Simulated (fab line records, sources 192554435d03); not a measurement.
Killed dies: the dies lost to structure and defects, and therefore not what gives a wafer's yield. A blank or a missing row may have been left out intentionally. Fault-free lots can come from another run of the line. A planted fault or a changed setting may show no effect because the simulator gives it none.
fab line records | flow n5Finfet
record: lots: 5 | wafers: 15 | lastDay: 17
route steps=1938 shown BEOL_M4@1099 BEOL_M5@1112 BEOL_M9@1460 PASSIVATION@1936
lots that met no fault: from a run of the same line without faults
startH: hours from the record's opening day to when the first of the lot's shown wafers began | waitH: hours elapsed since this lot's preceding step | " unchanged from the row above | L1.1+2: one row covering several wafers at once | - no value present, or no start provided | * or withheld: withheld | < > ~ a bound
route shown NAME@n: a module of which the file shows steps, and the number in the route of the first | usual: the fault-free wafers' mean and standard deviation | same: alike in all rows | chamber/n: place in a boat | sites: per-site readings | _std_site: their standard deviation | _edge_site: the outer-site mean with the inner-site mean subtracted | radiusMm: for every site, how far away it sits from the centre of the wafer | mask NAME#n: copy n | behind: the last tool/chamber to shape the wafer | hold: reason for holding the lot/hours on hold/outcome of the hold | device: names the non-switching transistor (n, p or np) | end of line: the tests these same wafers got at the end of their route | a step given without rows: its recipe and nothing more | killed: dies that structure and defects cost at the first sort, which is not the same as the wafer's yield | map: dies across one wafer; x = killed, . = not, _ = none there
set.NAME: setting as actually run; set.NAME@STEP: the setting as run at that earlier step | model.NAME: the simulator's own value behind a step, which no gauge read
lots at some steps of the route; a table a step, a row a wafer
services: a tool's chamber out of use, with start hour (startH, from the record's first day; less than 0 if before it), hours out, and reason
== steps ==
step: N5_BEOL_M4_ANNEAL_95
recipe: tempC: 400 | timeS: 240 | ambient: vacuum
step: N5_BEOL_M4_SPUTTER_96
recipe: material: Cu | targetThkA: 45 | tempC: -20 | chamberPressurePa: 0.07 | powerW: withheld | timeS: 8.29
step: N5_BEOL_M4_ECD_50
recipe: material: Cu | targetThkA: 3000
step: N5_BEOL_M4_ANNEAL_51
recipe: tempC: 225 | timeS: 90 | ambient: N2
step: N5_BEOL_M4_CMP_52
recipe: stopOn: SiOC | tOverpolishS: 6.8 | downForcePsi: 1 | platenRpm: 50 | clearingPlatenDownForcePsi: 1.5 | clearingPlatenRpm: 50 | postCmpClean: cuAlkaline | targetThkNm: 40 | clearingPlatenPadVelocityMS: 0.99484 | padVelocityMS: 0.99484
step: N5_BEOL_M4_PRE_CLEAN_60
recipe: gas: NH3/H2 | timeS: 15 | tempC: * | rfPowerW: 300
step: N5_BEOL_M4_CO_CAP_55
recipe: material: Co | targetThkA: 20 | tempC: 200 | precursor: CCTBA/H2 | pressureTorr: 30 | timeS: 102.1
step: N5_BEOL_M4_PRE_CLEAN_56
recipe: gas: NH3 | timeS: 15 | tempC: withheld | rfPowerW: 300
step: N5_BEOL_M4_DEP_57
recipe: material: SiCN | targetThkA: 80 | tempC: withheld | precursor: 3MS/NH3 | pressureTorr: 3 | rfW: 202 | timeS: 14
step: N5_BEOL_M4_RC_MEAS_101
usual: DIBL_N: 36.1/1.5 | DIBL_P: 36.1/1.9 | IOFF_N: 0.159/0.029 | IOFF_P: 0.21/0.038 | ION_N: 675/11 | ION_P: 464/8.1 | SS_N: 71.5/0.57 | SS_P: 73.3/0.64 | VT_N: 249/3.1 | VT_P: -250/3.8
lot.wafer | tool      | chamber | startH | waitH | DIBL_N[mV/V] | DIBL_P[mV/V] | IOFF_N[nA/um] | IOFF_P[nA/um] | ION_N[uA/um] | ION_P[uA/um] | SS_N[mV/dec] | SS_P[mV/dec] | VT_N[mV] | VT_P[mV]
L697.1    | prober-01 | 0       | 158.44 | 0.0   | 37.8         | 38.6         | 0.157         | 0.23          | 676          | 466          | 71.5         | 74.0         | 250      | -252
L697.2    | "         | 0       | "      | "     | 36.6         | 37.6         | 0.131         | 0.21          | 669          | 459          | 71.9         | 72.8         | 253      | -250
L697.3    | "         | 0       | "      | "     | 36.5         | 37.0         | 0.133         | 0.21          | 671          | 466          | 71.6         | 72.8         | 252      | -250
L706.2    | prober-02 | 0       | 221.04 | 0.2   | 36.2         | 35.2         | 0.136         | 0.21          | 667          | 465          | 71.3         | 73.1         | 251      | -249
L706.3    | "         | 0       | "      | "     | 38.5         | 38.5         | 0.194         | 0.27          | 688          | 475          | 72.3         | 74.2         | 245      | -245
L706.4    | "         | 0       | "      | "     | 38.9         | 38.6         | 0.195         | 0.27          | 682          | 472          | 71.8         | 74.2         | 244      | -243
L714.2    | prober-01 | 0       | 269.68 | 0.2   | 38.5         | 38.9         | 0.187         | 0.21          | 665          | 456          | 72.4         | 73.6         | 249      | -254
L714.3    | "         | 0       | "      | "     | 36.2         | 37.3         | 0.151         | 0.18          | 662          | 446          | 71.6         | 72.8         | 254      | -256
L714.6    | "         | 0       | "      | "     | 37.5         | 38.5         | 0.180         | 0.20          | 678          | 460          | 72.7         | 73.3         | 248      | -253
L718.2    | prober-02 | 0       | 300.79 | 0.2   | 36.5         | 37.5         | 0.160         | 0.21          | 679          | 460          | 71.0         | 74.1         | 250      | -253
L718.3    | "         | 0       | "      | "     | 36.1         | 37.1         | 0.158         | 0.20          | 669          | 453          | 71.5         | 73.8         | 250      | -253
L718.4    | "         | 0       | "      | "     | 37.0         | 38.8         | 0.179         | 0.23          | 680          | 470          | 71.2         | 73.9         | 246      | -248
L719.3    | prober-02 | 0       | 306.34 | 0.3   | 36.7         | 36.3         | 0.176         | 0.27          | 684          | 475          | 70.9         | 73.5         | 246      | -244
L719.4    | "         | 0       | "      | "     | 35.1         | 35.1         | 0.153         | 0.27          | 675          | 482          | 70.9         | 73.0         | 249      | -242
L719.5    | "         | 0       | "      | "     | 37.2         | 36.5         | 0.166         | 0.28          | 673          | 471          | 72.3         | 73.6         | 251      | -243
step: N5_BEOL_M5_ILD_DEP_00
recipe: material: SiCOH_lowk | targetThkA: 1406.4 | tempC: 300 | precursor: DEMS/porogen | pressureTorr: 5 | rfW: 500 | timeS: 25.9
step: N5_BEOL_M5_CURE_79
recipe: tempC: 385 | timeS: 240 | ambient: He/Ar | material: SiCOH_lowk
step: N5_BEOL_M5_PECVD_70
recipe: material: SiO2 | targetThkA: 160 | tempC: 400 | precursor: TEOS/O2 | pressureTorr: 5.5 | rfW: 450 | teosFlowSccm: 53.8 | gas: O2 | flowSccm: 3000 | timeS: 18
step: N5_BEOL_M5_HM_DEP_02
recipe: material: TiN | targetThkA: 200 | tempC: 25 | chamberPressurePa: 0.49996
step: N5_BEOL_M5_COAT_59
recipe: resist: SOC | tempC: 250 | timeS: 60 | spinRpm: 1500 | resistThkNm: 60
step: N5_BEOL_M5_COAT_60
recipe: resist: SiARC | tempC: 220 | timeS: 60 | spinRpm: 1500 | resistThkNm: 12
step: N5_BEOL_M5_COAT_71
recipe: resist: underlayer | tempC: 205 | timeS: 60 | spinRpm: 1500 | resistThkNm: 5
step: N5_BEOL_M5_COAT_05
recipe: resist: CAR-EUV | spinRpm: 1500 | resistThkNm: 30
step: N5_BEOL_M5_EBR_07
recipe: solvent: PGMEA | ebrWidthMm: 1.5
step: N5_BEOL_M5_SOFTBAKE_06
recipe: tempC: 110 | timeS: 60 | resist: CAR-EUV
step: N5_BEOL_M5_EXPOSE_08
recipe: maskId: M5 | na: 0.33 | sourceShape: annular | sigmaInner: 0.4 | sigmaOuter: 0.8 | polarization: unpolarized | targetCdNm: 28 | doseMj: 35.75
step: N5_BEOL_M5_PEB_09
recipe: pebTempC: 100 | pebTimeS: 60 | resist: CAR-EUV
step: N5_BEOL_M5_DEVELOP_10
recipe: developTimeS: 30 | developer: TMAH | resist: CAR-EUV | rinseLiquid: surfactantRinse | dry: airSpin | devTempC: 23
step: N5_BEOL_M5_DESCUM_16
recipe: chemistry: O2 | timeS: 7 | sourcePowerW: 50 | biasPowerW: 20 | pressureMtorr: 20 | rfFrequencyHz: 2.712e+07 | tempC: 40 | resist: CAR-EUV | o2FlowSccm: 225
step: N5_BEOL_M5_ETCH_72
recipe: chemistry: N2/H2 | target: underlayer | targetDepthA: 65 | maskMaterial: CAR-EUV | timeS: 5.2 | ionEnergyEv: 200 | pressureMtorr: 30 | sourceW: 840 | biasW: 150 | n2FlowSccm: 200 | h2FlowSccm: 200 | ends: cleared
step: N5_BEOL_M5_ETCH_61
recipe: chemistry: CF4 | target: SiARC | targetDepthA: 156 | maskMaterial: CAR-EUV | timeS: 26 | ionEnergyEv: 80 | pressureMtorr: 40 | sourceW: 545 | biasW: 36 | Ar_flow_sccm: 100 | cf4FlowSccm: 100 | ends: cleared
step: N5_BEOL_M5_ETCH_62
recipe: chemistry: N2/H2 | target: SOC | targetDepthA: 750 | overetchA: 150 | maskMaterial: SiARC | tempC: 40 | timeS: 112.5 | ionEnergyEv: 200 | pressureMtorr: 30 | sourceW: 840 | biasW: 150 | n2FlowSccm: 200 | h2FlowSccm: 200
step: N5_BEOL_M5_STRIP_63
recipe: chemistry: N2/H2 | tempC: 40 | n2FlowSccm: 200 | h2FlowSccm: 200 | rfFrequencyHz: 6e+07
step: N5_BEOL_M5_STRIP_73
recipe: chemistry: N2/H2 | tempC: 40 | n2FlowSccm: 200 | h2FlowSccm: 200 | rfFrequencyHz: 6e+07
step: N5_BEOL_M5_STRIP_64
recipe: chemistry: CF4 | resist: SiARC | powerW: 300 | biasPowerW: 75 | pressureMtorr: 50 | cf4FlowSccm: 150 | rfFrequencyHz: 6e+07
step: N5_BEOL_M5_HM_OPEN_17
recipe: chemistry: Cl2/BCl3 | targetDepthA: 200 | overetchA: 60 | target: TiN | maskMaterial: SOC | ionEnergyEv: 150 | pressureMtorr: 10 | icpW: 1000 | biasW: 126 | Cl2_flow_sccm: 53.25 | bcl3FlowSccm: 21.75 | Ar_flow_sccm: 25
step: N5_BEOL_M5_STRIP_19
recipe: chemistry: O2 | powerW: 400 | tempC: 40 | pressureMtorr: 30 | rfFrequencyHz: 6e+07 | biasPowerW: 0 | overashFraction: 0.2 | o2FlowSccm: 225
step: N5_BEOL_M5_COAT_65
recipe: resist: SOC | tempC: 250 | timeS: 60 | spinRpm: 1500 | resistThkNm: 60
step: N5_BEOL_M5_COAT_66
recipe: resist: SiARC | tempC: 220 | timeS: 60 | spinRpm: 1500 | resistThkNm: 12
step: N5_BEOL_M9_CVD_78
recipe: material: Co | targetThkA: 20 | tempC: withheld | precursor: CCTBA/H2 | pressureTorr: 30 | timeS: 138.9
usual: chamberPressureTorr: 30.00/0.068 | runLengthS: 161.7/0.57
lot.wafer | tool     | chamber | startH | waitH | chamberPressureTorr | runLengthS
L697.1    | cvdCo-01 | 2       | 195.22 | 0.0   | 29.96               | 161.9
L697.2    | "        | 1       | "      | "     | 29.96               | 162.0
L697.3    | "        | 0       | "      | "     | 30.11               | 162.4
L706.2    | cvdCo-02 | 1       | 263.41 | 0.1   | 30.00               | 161.9
L706.3    | "        | 2       | "      | "     | 30.03               | 161.6
L706.4    | "        | 0       | "      | "     | 30.04               | 161.3
L714.2    | cvdCo-02 | 0       | 327.78 | 0.3   | -                   | -
L714.3    | "        | 1       | "      | "     | -                   | -
L714.6    | "        | 0       | "      | "     | -                   | -
L718.2    | cvdCo-02 | 0       | 347.12 | 0.0   | -                   | -
L718.3    | "        | 0       | "      | "     | -                   | -
L718.4    | "        | 2       | "      | "     | -                   | -
L719.3    | cvdCo-01 | 1       | 353.05 | 0.0   | -                   | -
L719.4    | "        | 0       | "      | "     | -                   | -
L719.5    | "        | 2       | "      | "     | -                   | -
step: N5_BEOL_M9_CMP_52
recipe: stopOn: SiCOH_lowk | tOverpolishS: 7 | downForcePsi: 1 | platenRpm: 50 | clearingPlatenDownForcePsi: 1.5 | clearingPlatenRpm: 50 | postCmpClean: cuAlkaline | targetThkNm: 140 | clearingPlatenPadVelocityMS: 0.99484 | padVelocityMS: 0.99484
usual: barrierFieldEndpointS: 29.0/0.75 | motorCurrentA: 5.9/0.84
lot.wafer | tool   | chamber | startH | waitH | barrierFieldEndpointS | motorCurrentA
L697.1    | cmp-03 | 3       | 196.03 | 0.3   | 30.3                  | 5.3
L697.3    | "      | 0       | "      | "     | 28.9                  | 5.8
L697.2    | "      | 2       | "      | "     | 29.7                  | 6.4
L706.2    | cmp-03 | 1       | 264.39 | 0.2   | 29.1                  | 5.4
L706.4    | "      | 2       | "      | "     | 29.6                  | 6.2
L706.3    | "      | 3       | "      | "     | 29.5                  | 5.2
L714.2    | cmp-04 | 2       | 332.59 | 0.3   | 26.3                  | 6.1
L714.3    | "      | 0       | "      | "     | 26.4                  | 5.6
L714.6    | "      | 3       | "      | "     | 27.3                  | 5.1
L718.2    | cmp-01 | 3       | 347.87 | 0.2   | 26.5                  | 5.6
L718.3    | "      | 0       | "      | "     | 27.6                  | 6.0
L718.4    | "      | 2       | "      | "     | 26.1                  | 8.4
L719.3    | cmp-03 | 2       | 353.75 | 0.2   | 26.6                  | 6.1
L719.4    | "      | 1       | "      | "     | 26.3                  | 5.1
L719.5    | "      | 2       | "      | "     | 27.1                  | 5.8
step: N5_PASSIVATION_PROBE_49
usual: defectLimitedYield: 91.5/1.6 | killed_at_M0_to_M3: 33/10 | killed_at_M4_up: 13/5.6 | killedAtContacts: 13/6 | killedAtFrontEnd: 39/12 | killedAtOther: 3.0/2.8 | killedDies: 101/19 | killedOnRim: 13/4 | killedOpen: 65/13 | killedShort: 32/8.3 | sort_bin_5_function: 5.0/1 | sort_bin_6_memory: 3.1/0.69 | sortNPass: 1079/19 | sortYieldPct: 91.5/1.6
same: grossDies: 1180 | killedAtBackSide: 0 | sort_bin_4_leakage[%]: 0 | sort_bin_8_speed[%]: 0
lot.wafer | tool      | chamber | startH | waitH | defectLimitedYield[%] | killed_at_M0_to_M3 | killed_at_M4_up | killedAtContacts | killedAtFrontEnd | killedAtOther | killedDies | killedOnRim | killedOpen | killedShort | sort_bin_5_function[%] | sort_bin_6_memory[%] | sortNPass | sortYieldPct[%]
L697.1    | prober-02 | -       | 248.81 | 0.0   | 89.4                  | 38                 | 22              | 24               | 39               | 2             | 125        | 15          | 86         | 36          | 6.2                    | 4.0                  | 1055      | 89.4
L697.2    | prober-02 | -       | 248.86 | 0.1   | 93.1                  | 33                 | 10              | 11               | 21               | 7             | 82         | 13          | 53         | 22          | 3.6                    | 2.5                  | 1098      | 93.1
L697.3    | prober-02 | -       | 248.91 | 0.1   | 90.2                  | 32                 | 16              | 13               | 51               | 4             | 116        | 14          | 72         | 31          | 4.7                    | 4.3                  | 1064      | 90.2
L706.2    | prober-02 | -       | 323.66 | 0.1   | 86.9                  | 66                 | 23              | 15               | 47               | 4             | 155        | 10          | 89         | 62          | 7.2                    | 5.0                  | 1025      | 86.9
L706.3    | prober-02 | -       | 323.71 | 0.1   | 91.3                  | 29                 | 21              | 19               | 33               | 1             | 103        | 8           | 70         | 30          | 6.3                    | 2.0                  | 1077      | 91.3
L706.4    | prober-02 | -       | 323.76 | 0.2   | 89.2                  | 47                 | 5               | 25               | 46               | 4             | 127        | 21          | 80         | 40          | 6.5                    | 3.1                  | 1053      | 89.2
L714.2    | prober-02 | -       | 389.54 | 0.1   | 18.6                  | 16                 | 909             | 8                | 26               | 1             | 960        | 84          | 39         | 20          | 69.0                   | 12.2                 | 220       | 18.6
L714.3    | prober-02 | -       | 389.59 | 0.1   | 19.2                  | 19                 | 912             | 3                | 20               | 0             | 954        | 113         | 28         | 20          | 68.6                   | 12.1                 | 226       | 19.2
L714.6    | prober-02 | -       | 389.74 | 0.3   | 19.6                  | 18                 | 897             | 12               | 22               | 0             | 949        | 89          | 42         | 20          | 67.5                   | 12.8                 | 231       | 19.6
L718.2    | prober-01 | -       | 397.98 | 0.1   | 18.4                  | 35                 | 876             | 15               | 36               | 1             | 963        | 87          | 66         | 33          | 68.2                   | 13.1                 | 217       | 18.4
L718.3    | prober-01 | -       | 398.03 | 0.1   | 18.2                  | 22                 | 888             | 18               | 33               | 4             | 965        | 88          | 63         | 28          | 67.4                   | 14.2                 | 215       | 18.2
L718.4    | prober-01 | -       | 398.08 | 0.2   | 18.5                  | 40                 | 848             | 24               | 49               | 1             | 962        | 147         | 79         | 42          | 66.9                   | 13.4                 | 218       | 18.5
L719.3    | prober-02 | -       | 414.92 | 0.1   | 20.6                  | 20                 | 868             | 5                | 38               | 6             | 937        | 80          | 43         | 31          | 66.5                   | 12.2                 | 243       | 20.6
L719.4    | prober-02 | -       | 414.97 | 0.2   | 19.2                  | 27                 | 890             | 5                | 31               | 1             | 954        | 150         | 46         | 26          | 67.3                   | 13.1                 | 226       | 19.2
L719.5    | prober-02 | -       | 415.02 | 0.2   | 20.8                  | 23                 | 879             | 5                | 23               | 4             | 934        | 131         | 33         | 24          | 68.8                   | 10.2                 | 246       | 20.8
killed by level:class
L697.1 MOL_CONTACT_COAG:geometricParticle:open=19 BEOL_M4:geometricParticle:open=12 BEOL_M3:geometricParticle:open=12 GATE_CUT:geometricParticle:short=11 BEOL_M2:geometricParticle:open=8 FIN_SAQP:geometricParticle:short=7 BEOL_M1:geometricParticle:open=7 DUMMY_GATE:geometricParticle:open=6
L697.2 MOL_CONTACT_COAG:geometricParticle:open=10 BEOL_M2:geometricParticle:open=10 BEOL_M1:geometricParticle:open=6 BEOL_M3:geometricParticle:open=5 FIN_SAQP:geometricParticle:open=4 FIN_SAQP:geometricParticle:short=4 BEOL_M0_SAQP:geometricParticle:short=4 BEOL_M0_SAQP:geometricParticle:open=4
L697.3 FIN_SAQP:geometricParticle:open=11 BEOL_M3:geometricParticle:open=11 MOL_CONTACT_COAG:geometricParticle:open=9 GATE_CUT:geometricParticle:short=8 BEOL_M4:geometricParticle:open=8 BEOL_M0_SAQP:geometricParticle:short=6 STARTING-WAFER:geometricParticle:open=6 FIN_SAQP:geometricParticle:short=5
L706.2 BEOL_M0_SAQP:geometricParticle:short=20 FIN_SAQP:geometricParticle:short=19 BEOL_M0_SAQP:geometricParticle:open=19 MOL_CONTACT_COAG:geometricParticle:open=15 BEOL_M4:geometricParticle:open=14 FIN_SAQP:geometricParticle:open=13 BEOL_M3:geometricParticle:open=7 DUMMY_GATE:geometricParticle:open=5
L706.3 BEOL_M4:geometricParticle:open=15 MOL_CONTACT_COAG:geometricParticle:open=15 BEOL_M0_SAQP:geometricParticle:open=11 FIN_SAQP:geometricParticle:short=9 STI_FIN_REVEAL:geometricParticle:open=7 BEOL_M0_SAQP:geometricParticle:short=6 BEOL_M3:geometricParticle:open=6 FIN_SAQP:geometricParticle:open=5
L706.4 MOL_CONTACT_COAG:geometricParticle:open=23 BEOL_M0_SAQP:geometricParticle:open=10 FIN_SAQP:geometricParticle:short=9 BEOL_M3:geometricParticle:open=9 BEOL_M0_SAQP:geometricParticle:short=7 GATE_CUT:geometricParticle:short=6 STARTING-WAFER:geometricParticle:open=6 HKMG_FIN:areaEtch=6
L714.2 BEOL_M9:areaCvd=544 BEOL_M9:interfaceVoidOpened=354 BEOL_M3:geometricParticle:open=6 MOL_CONTACT_COAG:geometricParticle:open=5 BEOL_M0_SAQP:geometricParticle:open=4 FIN_CUT:geometricParticle:short=3 FIN_CUT:geometricParticle:open=3 STI_FIN_REVEAL:geometricParticle:open=3
L714.3 BEOL_M9:areaCvd=570 BEOL_M9:interfaceVoidOpened=336 BEOL_M0_SAQP:geometricParticle:short=6 BEOL_M0_SAQP:geometricParticle:open=6 STI_FIN_REVEAL:geometricParticle:open=4 BEOL_M1:geometricParticle:open=4 FIN_SAQP:geometricParticle:short=3 DUMMY_GATE:geometricParticle:open=3
L714.6 BEOL_M9:areaCvd=553 BEOL_M9:interfaceVoidOpened=333 MOL_CONTACT_COAG:geometricParticle:open=9 BEOL_M0_SAQP:geometricParticle:open=5 STI_FIN_REVEAL:geometricParticle:open=3 DUMMY_GATE:geometricParticle:short=3 MOL_CONTACT_COAG:geometricParticle:short=3 BEOL_M4:geometricParticle:open=3
L718.2 BEOL_M9:areaCvd=508 BEOL_M9:interfaceVoidOpened=355 MOL_CONTACT_COAG:geometricParticle:open=13 BEOL_M4:geometricParticle:open=7 STI_FIN_REVEAL:geometricParticle:open=7 GATE_CUT:geometricParticle:short=7 BEOL_M0_SAQP:geometricParticle:short=7 BEOL_M2:geometricParticle:open=7
L718.3 BEOL_M9:areaCvd=512 BEOL_M9:interfaceVoidOpened=359 MOL_CONTACT_COAG:geometricParticle:open=15 FIN_SAQP:geometricParticle:open=9 DUMMY_GATE:geometricParticle:open=8 BEOL_M4:geometricParticle:open=8 BEOL_M0_SAQP:geometricParticle:short=7 BEOL_M2:geometricParticle:open=7
L718.4 BEOL_M9:areaCvd=505 BEOL_M9:interfaceVoidOpened=327 MOL_CONTACT_COAG:geometricParticle:open=21 STI_FIN_REVEAL:geometricParticle:open=14 BEOL_M0_SAQP:geometricParticle:short=12 BEOL_M0_SAQP:geometricParticle:open=9 BEOL_M2:geometricParticle:open=7 HKMG_FIN:areaEtch=7
L719.3 BEOL_M9:areaCvd=530 BEOL_M9:interfaceVoidOpened=330 FIN_SAQP:geometricParticle:short=11 STI_FIN_REVEAL:geometricParticle:open=11 BEOL_M4:geometricParticle:open=6 FIN_SAQP:geometricParticle:open=5 MOL_CONTACT_COAG:geometricParticle:open=4 BEOL_M1:geometricParticle:open=4
L719.4 BEOL_M9:areaCvd=526 BEOL_M9:interfaceVoidOpened=355 FIN_SAQP:geometricParticle:short=8 BEOL_M3:geometricParticle:open=8 FIN_SAQP:geometricParticle:open=7 BEOL_M4:geometricParticle:open=5 BEOL_M1:geometricParticle:open=5 STI_FIN_REVEAL:geometricParticle:open=4
L719.5 BEOL_M9:areaCvd=509 BEOL_M9:interfaceVoidOpened=365 BEOL_M2:geometricParticle:open=7 FIN_SAQP:geometricParticle:short=5 FIN_SAQP:geometricParticle:open=4 DUMMY_GATE:geometricParticle:open=4 GATE_CUT:geometricParticle:short=4 BEOL_M3:geometricParticle:open=4
map L714.2 (x killed, . not)
_________________...xx.xx.xxx________________
______________...x...xx.x......x_____________
___________x.xx.xxxx..xx.xx.xxxxx.x__________
__________x...xxxx..xxxxxxxxxxx.xxxx_________
________.x.xxxx.xxxxx.xxx..xxxxx.xx..x_______
_______xxx..xx..xxxxxxxxxxx.xxxx..xxx.x______
______.x....xxxxxx.xxxxxxxxxxxx.x.x.xxx._____
_____..xx.xxx..xxxxxxxxx.xxxxxxxxxxxxx.xx____
____xx.xxxxxxxxxx.xxxxxxxxxxxxxxx.x..xxx..___
___.xxxxx.xxx.xxxxxxxxxxxxxxxxxxxxxx.xxxx..__
___...x.xxxxxxxxxxxxxxxxxxxxxxxxxxxxxxx..x.__
__...xxx.xxxxxxxxxxxxxxxxxxxxxxxxxxxxxxxx..x_
__x.xxxxxx.x.xxxxxxxxxxxxxxxxxxxxxx.xx...xx._
_x..xxxxxxxxxxxxxxxxxxxxxxxxxxxxxxxxxxx...x.x
_xxx.xx.x.xxxx.xxxxxxxxxxxxxxxxxxxxxxxxxx..xx
_....xx.xxxxxxxxxxxxxxxxxxxxxxxxxxxxxxxxxxx.x
_xxxxxxxxxxxxxxxxxxxxxxxxxxxxxxxxx..xxxxx.x..
_..xxxxxxxxxxxxxxxxxxxxxxxxxxxxxxxxxxx.xxx..x
_x..xxxxxxxxxxxxxxxxxxxxxxxxxxxxxxxxxx.xxxxxx
_x..xxxx.xx.xxxxxxxxxxxxxxxxx.xxxxxxx.x.x.x.x
_...xx.xxxxxxxxxxxxxxxxxxxxxxxxxxxxxxx.xx..xx
__x..xxxxxxxxxxxxxxxxxxxxxxx.xxxxxxxxxx.x.xx_
__.xx..xxxxxxxxxxxxxxxxxxxxxxxxxxxxxxxxxx..._
___.x.xxx.x.xxxx.xxxxxxxxxxxxxxxxxxxx.xxxxx__
___x.....xxxxxxxxxxxxxxxxxxxxxxxxxxx.xxxx.x__
____..xxxxxxxxxxxxxxxxxxxxxxxxxxxxxxx...xx___
_____.xxxxxxxxxxxxxxxxxxxxxxxxxxxxxxxx.x.____
______xxxx.xxxxxxxx.xxxx.xxxx.xxxxx.x.xx_____
_______x.x.xxxxx..xxxxxxxxxxxxxxxxxx...______
________x...xxx.xxxxx.xxx.x...xxx.xxxx_______
__________xxxxxxxxxxxxxxxxxxxxxxxxx._________
___________...xxx.xxxx..xxxxxxxx.xx__________
______________x.xx..xxxx.x.xxxx._____________
_________________xx.xx..xx..x________________
map L718.3 (x killed, . not)
_________________x.xxx..xx.xx________________
______________.xxx.xxxxxx......x_____________
___________.xxxx.x..xx.xx.xx.x.xxx.__________
__________..x.xx..xxxx.x.xx.xxxxxxx._________
________x...xx.xx.x.xxx...xxxxx.xxxxxx_______
_______...xxxxxxxxxxxxxxxxxxxx.xx.x.x.x______
______.xx.....xxxxxxxxxxxxxxxxx.x..xxxxx_____
_____xx..x.x.xxxxxxxxxxxxxxxxxxxxx..xxx.x____
____.xxxxxxx.xxxxxxxxxxxxxxx.xxxxxxxxx.xxx___
___x.x.xxxxxxxx.xxxxxxxxx.xxxxxxxxx.xx..xxx__
___..xxx.xxx.xxxxxxxxxxxxxxxxxxxxxxx.xxxxxx__
__.x.x.xxxxxxxxxxxxxxxxxxxxxxxxxxx.xxxxx.xxx_
__xx.xxxxxx.xxxxxxxxxxxxxxxxxxxx.xxxxx.xxx.x_
_xx..xxxxxxx.xxxxxxxxxxxxxxxxxxx.xxxxxxxxxx.x
_x.x.xxxxxx.xxxxxxxxxxxx.xxxxxxxxxxxxxxx.xx.x
_.xxxxx.xxxxxxxxxxxxxxxxxxxxxxxxxxxx.xxxxxx.x
_.x.x..xxxxxxxxxxxxxxxxxxxxxxxxxxxxxxxxxxxx.x
_xxxxxx.xxxxx.xxxxxxxxxxxxxxxxxxxxxxxxxxx.xxx
_x.xxxxxxxxxxxxxxxxxxxxxxxxxxxxxxxxxxxxxxx.x.
_x.x.xx.xxxxxxxxxxxxxxxxxxxxxxxxxxxxx.x.x...x
_xxxxxxxxxxxxxxxxxxxxxxxxxxxxxxxxxxxxxxx.xxx.
__xxxxx.x..xxxxxxxxxxxxxxxxxxxxxxxxxxxxxxx.x_
__.xx.xxxxxxxxxxxxxxxxxxxxxxxxxxxxxxx.xxxx.._
___.x..xxxxxxxxxxxxxxxxxxxxxxxxxxxxxxxx.xxx__
___.x.xxxxxxxxxxxxxxxxxx.xxxxxxxxxx.xx.....__
____xxxxxxx.xxxxxxxxxxx.xxxxxx.x.x.xx.xx..___
_____....x..xxxxxxxxxxxxxxxxxxxxxxxxx.xx.____
______.xxx.x.x.xxxxx.xxxxxxxxxxxxxx.xx.._____
_______.x..x..xxxxx...xxxx.xxxxx.x.x.x.______
________xx.xxxxxxxxxxxxx.xxxx.xxxxx.xx_______
__________x.xx.xxxxxxxxxx.xxxxxxxx.._________
___________.x..x...xx.xxxxxx.xx..x.__________
______________.xx.x.xxx..xx..xx._____________
_________________x.x.xxxxxxx.________________
== services ==
tool     | chamber | startH | hours | kind
cmp-03   | -       | 178.06 | 4.0   | pm
cmp-01   | -       | 179.65 | 4.0   | pm
cmp-03   | -       | 182.06 | -     | consumableReplace:conditioner
cmp-03   | -       | 182.06 | -     | consumableReplace:pad
cmp-04   | -       | 182.35 | 0.4   | repair
cmp-01   | -       | 183.65 | -     | consumableReplace:conditioner
cmp-01   | -       | 183.65 | -     | consumableReplace:pad
cmp-04   | -       | 189.92 | 0.3   | repair
cmp-01   | -       | 202.18 | 2.4   | repair
cmp-04   | -       | 203.12 | 2.8   | repair
cmp-01   | -       | 230.19 | 4.0   | pm
cmp-04   | -       | 245.69 | 4.0   | pm
cmp-04   | -       | 249.69 | -     | consumableReplace:conditioner
cmp-04   | -       | 249.69 | -     | consumableReplace:pad
cmp-04   | -       | 299.37 | 0.3   | repair
cmp-03   | -       | 326.15 | 2.9   | repair
cmp-03   | -       | 331.98 | 1.0   | repair
cvdCo-02 | 1       | 333.84 | -     | clean
cvdCo-02 | 1       | 333.84 | 22.0  | scheduledDown
cvdCo-02 | 1       | 333.84 | 22.0  | ventCycle
cvdCo-01 | 1       | 334.55 | 6.0   | repair
cmp-03   | -       | 336.65 | 0.8   | repair
cmp-04   | -       | 345.28 | 1.9   | repair
== key ==
firstSign: step: N5_BEOL_M9_CVD_78 | reading: toolRecord | direction: missing
effect: step: N5_BEOL_M9_CMP_52 | reading: barrierFieldEndpointS | direction: down | sigmas: 3 | usual: 29.0 | struck: 26.7
effect: step: N5_PASSIVATION_PROBE_49 | reading: killed_at_M4_up | direction: up | sigmas: 99+ | usual: 13 | struck: 885
moreKillsBornAt: N5_BEOL_M9_CVD_78@cvdCo-02: 3191 | N5_BEOL_M9_CVD_78@cvdCo-01: 1565
metAt N5_BEOL_M9_CVD_78
struckWafers L714.2,L714.3,L714.6,L718.2,L718.3,L718.4,L719.3,L719.4,L719.5
laterRowsLeftOut L714.2,L714.3,L714.6,L718.2,L718.3,L718.4,L719.3,L719.4,L719.5
onsetBetween 263.41 327.78
fault: kind: skippedStepWhole | tool: cvdCo-01,cvdCo-02 | chamber: - | onsetH: 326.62 | steps: N5_BEOL_M9_CVD_78 | scope: struckLotsOnly
laterRowsLeftOut: the simulator's readings of these wafers behind a module that went badly wrong aren't trusted and aren't shown, but for the sort
